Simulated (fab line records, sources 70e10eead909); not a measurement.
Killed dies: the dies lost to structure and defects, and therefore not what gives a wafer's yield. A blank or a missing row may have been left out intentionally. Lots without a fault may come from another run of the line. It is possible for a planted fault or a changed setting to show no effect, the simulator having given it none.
fab line records / flow nand-harc
record: lots: 6 wafers: 18 last-day: 33
route steps=1302 shown P_CONTACT@246 P_M0@253 END@1302
lots untouched by any fault: they come from a run of this same line in which no faults occurred
start-h: hours from the record's first day to the start of the lot's first wafer shown / wait-h: how many hours have passed since the lot's step before this one / " unchanged from the row above / L1.1+2: a single row standing in for several wafers / - no value present, or no start provided / * or withheld: withheld / < > ~ a bound
route shown NAME@n: names a module that has steps shown in the file, with the first one's number in the route / usual: average and standard deviation across the fault-free wafers / same: alike in all rows / chamber/n: place in a boat / sites: per-site readings / _std_site: standard deviation of those values / _edge_site: outer sites' mean less inner sites' / radius-mm: for every site, how far away it sits from the centre of the wafer / mask NAME#n: copy n / behind: tool/chamber where the wafer was last shaped / hold: reason for holding the lot/hours on hold/outcome of the hold / device: whichever transistor did not switch (one of n, p or np) / end of line: tests of these same wafers at the route's end / a step with no rows: only its recipe / killed: not the wafer's yield, but the dies lost to structure and defects at the first sort / map: dies across one wafer; x = killed, . = not, _ = none there
set.NAME: the setting that was run; set.NAME@STEP: the one run at that earlier step / model.NAME: the simulator's own value behind a step, which no gauge read
lots seen at some steps along the route; tables by step, rows by wafer
services: from which hour (start-h, from the record's first day; less than 0 if before it) a tool's chamber was out of use, for how many hours, and why
== steps ==
step: NHARC_P_CONTACT_PVD_32
recipe: target-thk-a: 50 chamber-pressure-pa: 5 power-w: 5000 substrate-temp-c: 200 time-s: 17.7 material: Ti
usual: throttle-valve-pct: 30.5/0.88
lot.wafer=L504.4 tool=pvd-sputter-03 chamber=- start-h=- wait-h=- throttle-valve-pct=28.1
lot.wafer=L504.3 tool=pvd-sputter-03 chamber=- start-h=- wait-h=- throttle-valve-pct=31.3
lot.wafer=L504.5 tool=pvd-sputter-03 chamber=- start-h=- wait-h=- throttle-valve-pct=28.2
lot.wafer=L512.1 tool=pvd-sputter-02 chamber=- start-h=- wait-h=- throttle-valve-pct=32.2
lot.wafer=L512.3 tool=pvd-sputter-02 chamber=- start-h=- wait-h=- throttle-valve-pct=30.9
lot.wafer=L512.6 tool=pvd-sputter-02 chamber=- start-h=- wait-h=- throttle-valve-pct=31.1
lot.wafer=L513.2 tool=pvd-sputter-02 chamber=- start-h=- wait-h=- throttle-valve-pct=31.0
lot.wafer=L513.4 tool=pvd-sputter-02 chamber=- start-h=- wait-h=- throttle-valve-pct=30.8
lot.wafer=L513.5 tool=pvd-sputter-02 chamber=- start-h=- wait-h=- throttle-valve-pct=31.2
lot.wafer=L518.3 tool=pvd-sputter-01 chamber=- start-h=- wait-h=- throttle-valve-pct=30.4
lot.wafer=L518.2 tool=pvd-sputter-01 chamber=- start-h=- wait-h=- throttle-valve-pct=30.5
lot.wafer=L518.5 tool=pvd-sputter-01 chamber=- start-h=- wait-h=- throttle-valve-pct=30.0
lot.wafer=L520.1 tool=pvd-sputter-03 chamber=- start-h=- wait-h=- throttle-valve-pct=30.5
lot.wafer=L520.3 tool=pvd-sputter-03 chamber=- start-h=- wait-h=- throttle-valve-pct=30.1
lot.wafer=L520.6 tool=pvd-sputter-03 chamber=- start-h=- wait-h=- throttle-valve-pct=29.6
lot.wafer=L524.3 tool=pvd-sputter-02 chamber=- start-h=- wait-h=- throttle-valve-pct=31.8
lot.wafer=L524.2 tool=pvd-sputter-02 chamber=- start-h=- wait-h=- throttle-valve-pct=32.1
lot.wafer=L524.5 tool=pvd-sputter-02 chamber=- start-h=- wait-h=- throttle-valve-pct=31.8
step: NHARC_P_CONTACT_ALD_22
recipe: target-thk-a: 30 pulse-time-s: 1 ald-cycles: 150 temp-c: 450 material: TiN
usual: heater-power-w: 1098/97 precursor-pulse-height-rel: 1.001/0.019
lot.wafer=L504.4 tool=ald-metal-04 chamber=2 start-h=149.53 wait-h=- heater-power-w=1018 precursor-pulse-height-rel=1.020
lot.wafer=L504.3 tool=ald-metal-04 chamber=1 start-h=149.53 wait-h=- heater-power-w=1066 precursor-pulse-height-rel=1.008
lot.wafer=L504.5 tool=ald-metal-04 chamber=3 start-h=149.53 wait-h=- heater-power-w=1086 precursor-pulse-height-rel=0.984
lot.wafer=L512.3 tool=ald-metal-01 chamber=3 start-h=217.54 wait-h=- heater-power-w=1066 precursor-pulse-height-rel=0.962
lot.wafer=L512.1 tool=ald-metal-01 chamber=0 start-h=217.54 wait-h=- heater-power-w=1160 precursor-pulse-height-rel=0.978
lot.wafer=L512.6 tool=ald-metal-01 chamber=2 start-h=217.54 wait-h=- heater-power-w=1235 precursor-pulse-height-rel=0.977
lot.wafer=L513.4 tool=ald-metal-03 chamber=3 start-h=234.43 wait-h=- heater-power-w=971 precursor-pulse-height-rel=0.970
lot.wafer=L513.2 tool=ald-metal-03 chamber=1 start-h=234.43 wait-h=- heater-power-w=978 precursor-pulse-height-rel=0.983
lot.wafer=L513.5 tool=ald-metal-03 chamber=2 start-h=234.43 wait-h=- heater-power-w=1014 precursor-pulse-height-rel=0.985
lot.wafer=L518.2 tool=ald-metal-01 chamber=0 start-h=279.40 wait-h=- heater-power-w=1181 precursor-pulse-height-rel=1.022
lot.wafer=L518.3 tool=ald-metal-01 chamber=3 start-h=279.40 wait-h=- heater-power-w=1083 precursor-pulse-height-rel=0.974
lot.wafer=L518.5 tool=ald-metal-01 chamber=3 start-h=279.40 wait-h=- heater-power-w=1079 precursor-pulse-height-rel=1.012
lot.wafer=L520.1 tool=ald-metal-04 chamber=2 start-h=295.29 wait-h=- heater-power-w=1058 precursor-pulse-height-rel=0.974
lot.wafer=L520.3 tool=ald-metal-04 chamber=3 start-h=295.29 wait-h=- heater-power-w=1126 precursor-pulse-height-rel=0.995
lot.wafer=L520.6 tool=ald-metal-04 chamber=1 start-h=295.29 wait-h=- heater-power-w=1104 precursor-pulse-height-rel=1.010
lot.wafer=L524.3 tool=ald-metal-01 chamber=0 start-h=339.37 wait-h=- heater-power-w=1181 precursor-pulse-height-rel=0.999
lot.wafer=L524.2 tool=ald-metal-01 chamber=1 start-h=339.37 wait-h=- heater-power-w=998 precursor-pulse-height-rel=0.995
lot.wafer=L524.5 tool=ald-metal-01 chamber=2 start-h=339.37 wait-h=- heater-power-w=1205 precursor-pulse-height-rel=1.003
step: NHARC_P_CONTACT_CVD_23
recipe: target-thk-a: 2000 temp-c: 300 pressure-torr: 40 wf6-flow-sccm: 40 h2-flow-sccm: 1600 ar-flow-sccm: 1560 time-s: 557 material: W
usual: heater-power-w: 486/32 throttle-valve-pct: 8.0/0.4
lot.wafer=L504.3 tool=cvd-w-01 chamber=1 start-h=- wait-h=- heater-power-w=498 throttle-valve-pct=8.4
lot.wafer=L504.4 tool=cvd-w-01 chamber=0 start-h=- wait-h=- heater-power-w=429 throttle-valve-pct=8.5
lot.wafer=L504.5 tool=cvd-w-01 chamber=1 start-h=- wait-h=- heater-power-w=498 throttle-valve-pct=8.2
lot.wafer=L512.1 tool=cvd-w-02 chamber=0 start-h=- wait-h=- heater-power-w=488 throttle-valve-pct=7.4
lot.wafer=L512.3 tool=cvd-w-02 chamber=0 start-h=- wait-h=- heater-power-w=488 throttle-valve-pct=7.2
lot.wafer=L512.6 tool=cvd-w-02 chamber=0 start-h=- wait-h=- heater-power-w=499 throttle-valve-pct=7.4
lot.wafer=L513.2 tool=cvd-w-01 chamber=0 start-h=- wait-h=- heater-power-w=434 throttle-valve-pct=8.1
lot.wafer=L513.4 tool=cvd-w-01 chamber=0 start-h=- wait-h=- heater-power-w=455 throttle-valve-pct=8.2
lot.wafer=L513.5 tool=cvd-w-01 chamber=0 start-h=- wait-h=- heater-power-w=433 throttle-valve-pct=8.1
lot.wafer=L518.2 tool=cvd-w-01 chamber=1 start-h=- wait-h=- heater-power-w=497 throttle-valve-pct=8.5
lot.wafer=L518.3 tool=cvd-w-01 chamber=1 start-h=- wait-h=- heater-power-w=503 throttle-valve-pct=8.4
lot.wafer=L518.5 tool=cvd-w-01 chamber=1 start-h=- wait-h=- heater-power-w=501 throttle-valve-pct=8.7
lot.wafer=L520.1 tool=cvd-w-02 chamber=1 start-h=- wait-h=- heater-power-w=479 throttle-valve-pct=7.7
lot.wafer=L520.3 tool=cvd-w-02 chamber=1 start-h=- wait-h=- heater-power-w=499 throttle-valve-pct=7.7
lot.wafer=L520.6 tool=cvd-w-02 chamber=1 start-h=- wait-h=- heater-power-w=493 throttle-valve-pct=7.7
lot.wafer=L524.2 tool=cvd-w-01 chamber=1 start-h=- wait-h=- heater-power-w=506 throttle-valve-pct=8.4
lot.wafer=L524.3 tool=cvd-w-01 chamber=1 start-h=- wait-h=- heater-power-w=508 throttle-valve-pct=8.6
lot.wafer=L524.5 tool=cvd-w-01 chamber=1 start-h=- wait-h=- heater-power-w=514 throttle-valve-pct=8.5
step: NHARC_P_CONTACT_CMP_24
recipe: t-overpolish-s: 30 target-thk-nm: 200
usual: motor-current-A: 12.0/1.3 overpolish-run-s: 30.001/0.0091 slurry-filter-dp-kPa: 13.48/0.15 time-to-endpoint-s: 39/3.4
lot.wafer=L504.4 tool=cmp-03 chamber=3 start-h=150.41 wait-h=0.3 motor-current-A=11.5 overpolish-run-s=30.002 slurry-filter-dp-kPa=13.78 time-to-endpoint-s=41
lot.wafer=L504.3 tool=cmp-03 chamber=0 start-h=150.41 wait-h=0.3 motor-current-A=15.3 overpolish-run-s=30.008 slurry-filter-dp-kPa=13.47 time-to-endpoint-s=37
lot.wafer=L504.5 tool=cmp-03 chamber=3 start-h=150.41 wait-h=0.3 motor-current-A=11.6 overpolish-run-s=30.008 slurry-filter-dp-kPa=13.75 time-to-endpoint-s=39
lot.wafer=L512.1 tool=cmp-04 chamber=2 start-h=218.38 wait-h=0.5 motor-current-A=12.1 overpolish-run-s=30.015 slurry-filter-dp-kPa=13.74 time-to-endpoint-s=36
lot.wafer=L512.3 tool=cmp-04 chamber=0 start-h=218.38 wait-h=0.5 motor-current-A=12.1 overpolish-run-s=30.004 slurry-filter-dp-kPa=13.65 time-to-endpoint-s=34
lot.wafer=L512.6 tool=cmp-04 chamber=3 start-h=218.38 wait-h=0.5 motor-current-A=10.4 overpolish-run-s=30.022 slurry-filter-dp-kPa=13.44 time-to-endpoint-s=35
lot.wafer=L513.4 tool=cmp-03 chamber=1 start-h=235.27 wait-h=0.4 motor-current-A=10.3 overpolish-run-s=29.997 slurry-filter-dp-kPa=13.81 time-to-endpoint-s=37
lot.wafer=L513.2 tool=cmp-03 chamber=0 start-h=235.27 wait-h=0.4 motor-current-A=15.2 overpolish-run-s=29.994 slurry-filter-dp-kPa=13.28 time-to-endpoint-s=41
lot.wafer=L513.5 tool=cmp-03 chamber=2 start-h=235.27 wait-h=0.4 motor-current-A=12.1 overpolish-run-s=30.014 slurry-filter-dp-kPa=13.53 time-to-endpoint-s=36
lot.wafer=L518.2 tool=cmp-04 chamber=1 start-h=280.39 wait-h=0.6 motor-current-A=12.5 overpolish-run-s=29.995 slurry-filter-dp-kPa=13.44 time-to-endpoint-s=41
lot.wafer=L518.3 tool=cmp-04 chamber=3 start-h=280.39 wait-h=0.6 motor-current-A=10.9 overpolish-run-s=30.009 slurry-filter-dp-kPa=13.48 time-to-endpoint-s=36
lot.wafer=L518.5 tool=cmp-04 chamber=0 start-h=280.39 wait-h=0.6 motor-current-A=11.4 overpolish-run-s=30.007 slurry-filter-dp-kPa=13.55 time-to-endpoint-s=39
lot.wafer=L520.3 tool=cmp-01 chamber=1 start-h=296.11 wait-h=0.3 motor-current-A=12.7 overpolish-run-s=29.991 slurry-filter-dp-kPa=13.57 time-to-endpoint-s=41
lot.wafer=L520.1 tool=cmp-01 chamber=2 start-h=296.11 wait-h=0.3 motor-current-A=11.9 overpolish-run-s=30.002 slurry-filter-dp-kPa=13.41 time-to-endpoint-s=38
lot.wafer=L520.6 tool=cmp-01 chamber=1 start-h=296.11 wait-h=0.3 motor-current-A=12.3 overpolish-run-s=30.009 slurry-filter-dp-kPa=13.32 time-to-endpoint-s=42
lot.wafer=L524.2 tool=cmp-04 chamber=0 start-h=340.19 wait-h=0.6 motor-current-A=11.6 overpolish-run-s=29.998 slurry-filter-dp-kPa=13.50 time-to-endpoint-s=36
lot.wafer=L524.3 tool=cmp-04 chamber=2 start-h=340.19 wait-h=0.6 motor-current-A=11.1 overpolish-run-s=29.994 slurry-filter-dp-kPa=13.37 time-to-endpoint-s=38
lot.wafer=L524.5 tool=cmp-04 chamber=1 start-h=340.19 wait-h=0.6 motor-current-A=12.3 overpolish-run-s=30.008 slurry-filter-dp-kPa=13.71 time-to-endpoint-s=40
step: NHARC_P_CONTACT_SRD_26
step: NHARC_P_CONTACT_INSPECT_27
usual: raw-defect-count: 289/130
lot.wafer=L504.3 tool=defect-inspect-02 chamber=- start-h=150.79 wait-h=0.1 raw-defect-count=499
lot.wafer=L504.4 tool=defect-inspect-02 chamber=- start-h=150.79 wait-h=0.1 raw-defect-count=551
lot.wafer=L504.5 tool=defect-inspect-02 chamber=- start-h=150.79 wait-h=0.1 raw-defect-count=444
lot.wafer=L512.1 tool=defect-inspect-02 chamber=- start-h=218.79 wait-h=0.1 raw-defect-count=208
lot.wafer=L512.3 tool=defect-inspect-02 chamber=- start-h=218.79 wait-h=0.1 raw-defect-count=270
lot.wafer=L512.6 tool=defect-inspect-02 chamber=- start-h=218.79 wait-h=0.1 raw-defect-count=244
lot.wafer=L513.2 tool=defect-inspect-01 chamber=- start-h=235.68 wait-h=0.1 raw-defect-count=466
lot.wafer=L513.4 tool=defect-inspect-01 chamber=- start-h=235.68 wait-h=0.1 raw-defect-count=437
lot.wafer=L513.5 tool=defect-inspect-01 chamber=- start-h=235.68 wait-h=0.1 raw-defect-count=336
lot.wafer=L518.2 tool=defect-inspect-01 chamber=- start-h=280.77 wait-h=0.1 raw-defect-count=271
lot.wafer=L518.3 tool=defect-inspect-01 chamber=- start-h=280.77 wait-h=0.1 raw-defect-count=271
lot.wafer=L518.5 tool=defect-inspect-01 chamber=- start-h=280.77 wait-h=0.1 raw-defect-count=219
lot.wafer=L520.1 tool=defect-inspect-02 chamber=- start-h=296.51 wait-h=0.1 raw-defect-count=257
lot.wafer=L520.3 tool=defect-inspect-02 chamber=- start-h=296.51 wait-h=0.1 raw-defect-count=230
lot.wafer=L520.6 tool=defect-inspect-02 chamber=- start-h=296.51 wait-h=0.1 raw-defect-count=291
lot.wafer=L524.2 tool=defect-inspect-01 chamber=- start-h=340.59 wait-h=0.1 raw-defect-count=272
lot.wafer=L524.3 tool=defect-inspect-01 chamber=- start-h=340.59 wait-h=0.1 raw-defect-count=209
lot.wafer=L524.5 tool=defect-inspect-01 chamber=- start-h=340.59 wait-h=0.1 raw-defect-count=222
step: NHARC_P_M0_DEP_00
recipe: target-thk-a: 1500 target-thk-nm: 150 temp-c: withheld pressure-torr: 5 flow-sccm: 200 rf-w: 600 material: SiOC
step: NHARC_P_M0_DEHYDRATE_01
recipe: temp-c: 150 time-s: 120
step: NHARC_P_M0_HMDS_02
recipe: time-s: 30
step: NHARC_P_M0_COAT_33
recipe: temp-c: 200 time-s: 65
step: NHARC_P_M0_COAT_03
recipe: spin-rpm: 1500 resist-thk-nm: 90
step: NHARC_P_M0_SOFTBAKE_04
recipe: temp-c: 105 time-s: 55
usual: heater-power-total-W: 188.44/0.14
lot.wafer=L504.3 tool=litho-track-01 chamber=0 start-h=151 wait-h=- heater-power-total-W=188.38
lot.wafer=L504.4 tool=litho-track-01 chamber=0 start-h=151 wait-h=- heater-power-total-W=188.50
lot.wafer=L504.5 tool=litho-track-01 chamber=0 start-h=151 wait-h=- heater-power-total-W=188.31
lot.wafer=L512.1 tool=litho-track-04 chamber=0 start-h=219 wait-h=- heater-power-total-W=188.34
lot.wafer=L512.3 tool=litho-track-04 chamber=0 start-h=219 wait-h=- heater-power-total-W=188.30
lot.wafer=L512.6 tool=litho-track-04 chamber=0 start-h=219 wait-h=- heater-power-total-W=188.35
lot.wafer=L513.2 tool=litho-track-06 chamber=0 start-h=236 wait-h=- heater-power-total-W=188.58
lot.wafer=L513.4 tool=litho-track-06 chamber=0 start-h=236 wait-h=- heater-power-total-W=188.43
lot.wafer=L513.5 tool=litho-track-06 chamber=0 start-h=236 wait-h=- heater-power-total-W=188.44
lot.wafer=L518.2 tool=litho-track-04 chamber=0 start-h=281 wait-h=- heater-power-total-W=184.33
lot.wafer=L518.3 tool=litho-track-04 chamber=0 start-h=281 wait-h=- heater-power-total-W=184.43
lot.wafer=L518.5 tool=litho-track-04 chamber=0 start-h=281 wait-h=- heater-power-total-W=184.13
lot.wafer=L520.1 tool=litho-track-04 chamber=0 start-h=296 wait-h=- heater-power-total-W=184.14
lot.wafer=L520.3 tool=litho-track-04 chamber=0 start-h=296 wait-h=- heater-power-total-W=184.11
lot.wafer=L520.6 tool=litho-track-04 chamber=0 start-h=296 wait-h=- heater-power-total-W=183.94
lot.wafer=L524.2 tool=litho-track-01 chamber=0 start-h=341 wait-h=- heater-power-total-W=188.37
lot.wafer=L524.3 tool=litho-track-01 chamber=0 start-h=341 wait-h=- heater-power-total-W=188.48
lot.wafer=L524.5 tool=litho-track-01 chamber=0 start-h=341 wait-h=- heater-power-total-W=188.35
step: NHARC_P_M0_EBR_05
step: NHARC_END_SORT_01
recipe: temp-c: 25
usual: defect-limited-yield: 90.6/2.9 killed-at-array: 59/20 killed-at-other: 0.8/1.2 killed-at-periphery: 3.5/2.2 killed-dies: 63/20 killed-open: 3.3/1.8 killed-short: 2.6/1.7
same: gross-dies: 677
lot.wafer=L504.3 tool=prober-02 chamber=0 start-h=589.49 wait-h=3.1 defect-limited-yield[%]=86.3 killed-at-array=90 killed-at-other=1 killed-at-periphery=2 killed-dies=93 killed-open=4 killed-short=3
lot.wafer=L504.4 tool=prober-02 chamber=0 start-h=590.30 wait-h=3.4 defect-limited-yield[%]=88.9 killed-at-array=71 killed-at-other=1 killed-at-periphery=3 killed-dies=75 killed-open=3 killed-short=2
lot.wafer=L504.5 tool=prober-02 chamber=0 start-h=591.11 wait-h=3.7 defect-limited-yield[%]=88.8 killed-at-array=75 killed-at-other=0 killed-at-periphery=1 killed-dies=76 killed-open=3 killed-short=2
lot.wafer=L513.2 tool=prober-01 chamber=0 start-h=665.63 wait-h=2.8 defect-limited-yield[%]=93.2 killed-at-array=44 killed-at-other=0 killed-at-periphery=2 killed-dies=46 killed-open=1 killed-short=2
lot.wafer=L513.4 tool=prober-01 chamber=0 start-h=667.21 wait-h=3.4 defect-limited-yield[%]=90.1 killed-at-array=57 killed-at-other=0 killed-at-periphery=10 killed-dies=67 killed-open=5 killed-short=7
lot.wafer=L513.5 tool=prober-01 chamber=0 start-h=668.00 wait-h=3.7 defect-limited-yield[%]=94.7 killed-at-array=32 killed-at-other=0 killed-at-periphery=4 killed-dies=36 killed-open=4 killed-short=2
lot.wafer=L512.1 tool=prober-02 chamber=0 start-h=670.68 wait-h=2.5 defect-limited-yield[%]=94.1 killed-at-array=32 killed-at-other=0 killed-at-periphery=8 killed-dies=40 killed-open=5 killed-short=1
lot.wafer=L512.3 tool=prober-02 chamber=0 start-h=672.26 wait-h=3.1 defect-limited-yield[%]=93.4 killed-at-array=42 killed-at-other=1 killed-at-periphery=2 killed-dies=45 killed-open=5 killed-short=3
lot.wafer=L512.6 tool=prober-02 chamber=0 start-h=674.63 wait-h=3.9 defect-limited-yield[%]=93.6 killed-at-array=37 killed-at-other=1 killed-at-periphery=5 killed-dies=43 killed-open=5 killed-short=3
lot.wafer=L518.2 tool=prober-02 chamber=0 start-h=710.77 wait-h=2.8 defect-limited-yield[%]=88.2 killed-at-array=73 killed-at-other=1 killed-at-periphery=6 killed-dies=80 killed-open=5 killed-short=3
lot.wafer=L518.3 tool=prober-02 chamber=0 start-h=711.57 wait-h=3.1 defect-limited-yield[%]=89.8 killed-at-array=63 killed-at-other=0 killed-at-periphery=6 killed-dies=69 killed-open=5 killed-short=4
lot.wafer=L518.5 tool=prober-02 chamber=0 start-h=713.17 wait-h=3.7 defect-limited-yield[%]=87.9 killed-at-array=76 killed-at-other=0 killed-at-periphery=6 killed-dies=82 killed-open=4 killed-short=2
lot.wafer=L520.1 tool=prober-01 chamber=0 start-h=735.37 wait-h=2.6 defect-limited-yield[%]=84.6 killed-at-array=98 killed-at-other=0 killed-at-periphery=6 killed-dies=104 killed-open=5 killed-short=0
lot.wafer=L520.3 tool=prober-01 chamber=0 start-h=736.97 wait-h=3.1 defect-limited-yield[%]=86.7 killed-at-array=84 killed-at-other=1 killed-at-periphery=5 killed-dies=90 killed-open=4 killed-short=4
lot.wafer=L520.6 tool=prober-01 chamber=0 start-h=739.37 wait-h=4.0 defect-limited-yield[%]=89.2 killed-at-array=70 killed-at-other=0 killed-at-periphery=3 killed-dies=73 killed-open=6 killed-short=0
lot.wafer=L524.2 tool=prober-02 chamber=0 start-h=797.29 wait-h=2.8 defect-limited-yield[%]=88.0 killed-at-array=74 killed-at-other=1 killed-at-periphery=6 killed-dies=81 killed-open=5 killed-short=3
lot.wafer=L524.3 tool=prober-02 chamber=0 start-h=798.09 wait-h=3.1 defect-limited-yield[%]=87.9 killed-at-array=79 killed-at-other=1 killed-at-periphery=2 killed-dies=82 killed-open=5 killed-short=4
lot.wafer=L524.5 tool=prober-02 chamber=0 start-h=799.69 wait-h=3.7 defect-limited-yield[%]=90.3 killed-at-array=61 killed-at-other=0 killed-at-periphery=5 killed-dies=66 killed-open=0 killed-short=2
killed by level:class
L504.3 A_SLIT:chamber-film-flake=39 A_CHANNEL_HOLE_D2:chamber-film-flake=36 A_CONTACT:chamber-film-flake=5 A_ONON_D2:geometric-particle:open=3 A_WL_FILL:geometric-particle:short=2 A_STAIRCASE:chamber-film-flake=2 P_M0:geometric-particle:short=1 A_BLC:geometric-particle:open=1
L504.4 A_CHANNEL_HOLE_D2:chamber-film-flake=30 A_SLIT:chamber-film-flake=25 A_CHANNEL_HOLE_D1:chamber-film-flake=5 A_STAIRCASE:chamber-film-flake=3 A_CONTACT:chamber-film-flake=3 P_ZERO_WELL:chamber-film-flake=2 P_STI:geometric-particle:short=1 A_ONON_D1:geometric-particle:open=1
L504.5 A_CHANNEL_HOLE_D2:chamber-film-flake=32 A_SLIT:chamber-film-flake=25 A_CONTACT:chamber-film-flake=7 A_CHANNEL_HOLE_D1:chamber-film-flake=3 A_WL_FILL:chamber-film-flake=2 A_ONON_D1:geometric-particle:open=1 A_CHANNEL_HOLE_D2:geometric-particle:short=1 A_WL_FILL:geometric-particle:short=1
L513.2 A_CHANNEL_HOLE_D1:chamber-film-flake=24 A_ZERO_WELL:chamber-film-flake=4 A_STAIRCASE:chamber-film-flake=4 A_BLC:chamber-film-flake=3 P_M1:chamber-film-flake=2 A_CONTACT:chamber-film-flake=2 A_ONON_D2:geometric-particle:short=1 A_CHANNEL_FILL_D2:geometric-particle:short=1
L513.4 A_CHANNEL_HOLE_D1:chamber-film-flake=31 P_GATE:chamber-film-flake=5 A_BLC:chamber-film-flake=4 A_WL_FILL:geometric-particle:short=3 A_SLIT:chamber-film-flake=3 A_CONTACT:chamber-film-flake=3 A_BONDPAD:chamber-film-flake=3 P_CONTACT:geometric-particle:open=2
L513.5 A_CHANNEL_HOLE_D1:chamber-film-flake=20 A_STAIRCASE:chamber-film-flake=3 A_BLC:chamber-film-flake=2 P_CONTACT:geometric-particle:short=1 P_CONTACT:geometric-particle:open=1 A_ONON_D1:geometric-particle:short=1 A_CHANNEL_HOLE_D1:geometric-particle:open=1 A_DECK1_JOINT:geometric-particle:open=1
L512.1 A_CHANNEL_HOLE_D2:chamber-film-flake=15 A_CHANNEL_HOLE_D1:chamber-film-flake=7 P_M2:chamber-film-flake=4 A_CONTACT:chamber-film-flake=4 P_ZERO_WELL:chamber-film-flake=2 P_GATE:geometric-particle:open=1 A_ONON_D1:geometric-particle:open=1 A_ONON_D1:geometric-particle:short=1
L512.3 A_CHANNEL_HOLE_D2:chamber-film-flake=18 A_CHANNEL_HOLE_D1:chamber-film-flake=6 A_STAIRCASE:chamber-film-flake=4 A_CONTACT:chamber-film-flake=3 A_CHANNEL_FILL_D1:geometric-particle:open=2 A_ONON_D1:geometric-particle:open=1 A_ONON_D2:geometric-particle:short=1 A_CHANNEL_HOLE_D2:geometric-particle:open=1
L512.6 A_CHANNEL_HOLE_D2:chamber-film-flake=15 A_CHANNEL_HOLE_D1:chamber-film-flake=7 A_CONTACT:chamber-film-flake=4 A_DECK1_JOINT:chamber-film-flake=3 A_STAIRCASE:chamber-film-flake=2 P_STI:geometric-particle:short=1 P_GATE:geometric-particle:open=1 P_M0:geometric-particle:short=1
L518.2 A_CHANNEL_HOLE_D2:chamber-film-flake=19 A_SLIT:chamber-film-flake=19 A_CHANNEL_HOLE_D1:chamber-film-flake=11 A_STAIRCASE:chamber-film-flake=11 A_CONTACT:chamber-film-flake=4 P_GATE:chamber-film-flake=3 P_M2:geometric-particle:open=1 A_SOURCE_PLATE:geometric-particle:short=1
L518.3 A_SLIT:chamber-film-flake=26 A_CHANNEL_HOLE_D2:chamber-film-flake=17 A_CONTACT:chamber-film-flake=8 A_STAIRCASE:chamber-film-flake=4 A_CHANNEL_HOLE_D1:chamber-film-flake=3 A_CHANNEL_FILL_D2:geometric-particle:short=2 A_M0:geometric-particle:open=2 P_GATE:chamber-film-flake=2
L518.5 A_SLIT:chamber-film-flake=28 A_CHANNEL_HOLE_D2:chamber-film-flake=23 A_CHANNEL_HOLE_D1:chamber-film-flake=9 A_STAIRCASE:chamber-film-flake=6 A_CONTACT:chamber-film-flake=5 A_M0:geometric-particle:open=3 P_M2:chamber-film-flake=3 P_CONTACT:geometric-particle:short=1
L520.1 A_CHANNEL_HOLE_D1:chamber-film-flake=44 A_SLIT:chamber-film-flake=30 A_CHANNEL_HOLE_D2:chamber-film-flake=16 P_BONDPAD:chamber-film-flake=5 A_ONON_D2:geometric-particle:open=2 A_STAIRCASE:chamber-film-flake=2 A_SGD_CUT:chamber-film-flake=2 P_CONTACT:geometric-particle:open=1
L520.3 A_SLIT:chamber-film-flake=29 A_CHANNEL_HOLE_D1:chamber-film-flake=25 A_CHANNEL_HOLE_D2:chamber-film-flake=19 A_SGD_CUT:geometric-particle:short=2 A_SGD_CUT:chamber-film-flake=2 A_CONTACT:chamber-film-flake=2 P_GATE:geometric-particle:open=1 P_M0:geometric-particle:open=1
L520.6 A_SLIT:chamber-film-flake=27 A_CHANNEL_HOLE_D1:chamber-film-flake=22 A_CHANNEL_HOLE_D2:chamber-film-flake=14 A_WL_FILL:geometric-particle:open=2 P_STI:geometric-particle:open=1 A_ONON_D1:geometric-particle:open=1 A_CONTACT:geometric-particle:open=1 A_M0:geometric-particle:open=1
L524.2 A_SLIT:chamber-film-flake=39 A_CHANNEL_HOLE_D1:chamber-film-flake=14 A_CONTACT:chamber-film-flake=11 P_STI:chamber-film-flake=2 P_BONDPAD:chamber-film-flake=2 A_ZERO_WELL:chamber-film-flake=2 P_CONTACT:geometric-particle:open=1 P_M0:geometric-particle:open=1
L524.3 A_SLIT:chamber-film-flake=33 A_CHANNEL_HOLE_D1:chamber-film-flake=16 A_CONTACT:chamber-film-flake=16 A_ONON_D1:geometric-particle:short=2 A_ONON_D1:geometric-particle:open=2 P_BONDPAD:chamber-film-flake=2 A_CHANNEL_FILL_D1:geometric-particle:open=1 A_DECK1_JOINT:geometric-particle:short=1
L524.5 A_SLIT:chamber-film-flake=33 A_CHANNEL_HOLE_D1:chamber-film-flake=12 A_CONTACT:chamber-film-flake=7 P_BONDPAD:chamber-film-flake=3 A_ZERO_WELL:chamber-film-flake=2 A_CHANNEL_HOLE_D2:chamber-film-flake=2 A_WL_FILL:chamber-film-flake=2 A_DECK1_JOINT:geometric-particle:short=1
== services ==
tool=cmp-04 chamber=- start-h=143.98 hours=8.0 kind=repair
tool=litho-track-01 chamber=- start-h=155.00 hours=7.0 kind=pm
tool=cvd-w-01 chamber=0 start-h=166.69 hours=3.1 kind=repair
tool=ald-metal-01 chamber=- start-h=170.00 hours=10.0 kind=pm
tool=pvd-sputter-03 chamber=- start-h=170.14 hours=10.0 kind=pm
tool=cvd-w-01 chamber=- start-h=172.10 hours=2.9 kind=repair
tool=cvd-w-02 chamber=1 start-h=184.81 hours=1.9 kind=repair
tool=cvd-w-01 chamber=- start-h=185.14 hours=13.0 kind=pm
tool=cmp-03 chamber=- start-h=198.36 hours=4.0 kind=pm
tool=litho-track-04 chamber=- start-h=203.00 hours=7.0 kind=pm
tool=cmp-04 chamber=- start-h=209.10 hours=4.0 kind=pm
tool=pvd-sputter-02 chamber=- start-h=217.93 hours=5.0 kind=repair
tool=ald-metal-04 chamber=1 start-h=251.30 hours=9.0 kind=repair
tool=cmp-04 chamber=- start-h=262.07 hours=1.1 kind=repair
tool=cvd-w-02 chamber=- start-h=269.00 hours=13.0 kind=pm
tool=ald-metal-01 chamber=1 start-h=276.40 hours=28.1 kind=repair
tool=pvd-sputter-03 chamber=- start-h=281.20 hours=0.9 kind=repair
tool=ald-metal-04 chamber=2 start-h=281.64 hours=2.5 kind=repair
tool=pvd-sputter-02 chamber=- start-h=283.67 hours=10.0 kind=pm
tool=cvd-w-01 chamber=1 start-h=284.00 hours=7.9 kind=repair
tool=cmp-03 chamber=- start-h=290.85 hours=1.1 kind=repair
tool=cmp-03 chamber=- start-h=296.36 hours=4.0 kind=pm
tool=ald-metal-01 chamber=0 start-h=300.45 hours=5.6 kind=repair
tool=cmp-04 chamber=- start-h=307.21 hours=4.0 kind=pm
== key ==
first-sign: step: NHARC_P_M0_SOFTBAKE_04 reading: heater-power-total-W direction: down sigmas: 30 usual: * struck: *
effect none on later readings
met-at NHARC_P_M0_SOFTBAKE_04
struck-wafers L518.2,L518.3,L518.5,L520.1,L520.3,L520.6
onset-between 219 281
fault: kind: process-parameter-drift tool: litho-track-04 chamber: - onset-h: 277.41 steps: NHARC_P_M0_SOFTBAKE_04 channel: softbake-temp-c offset: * shape: step end-h: 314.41 acts-in: * stated: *
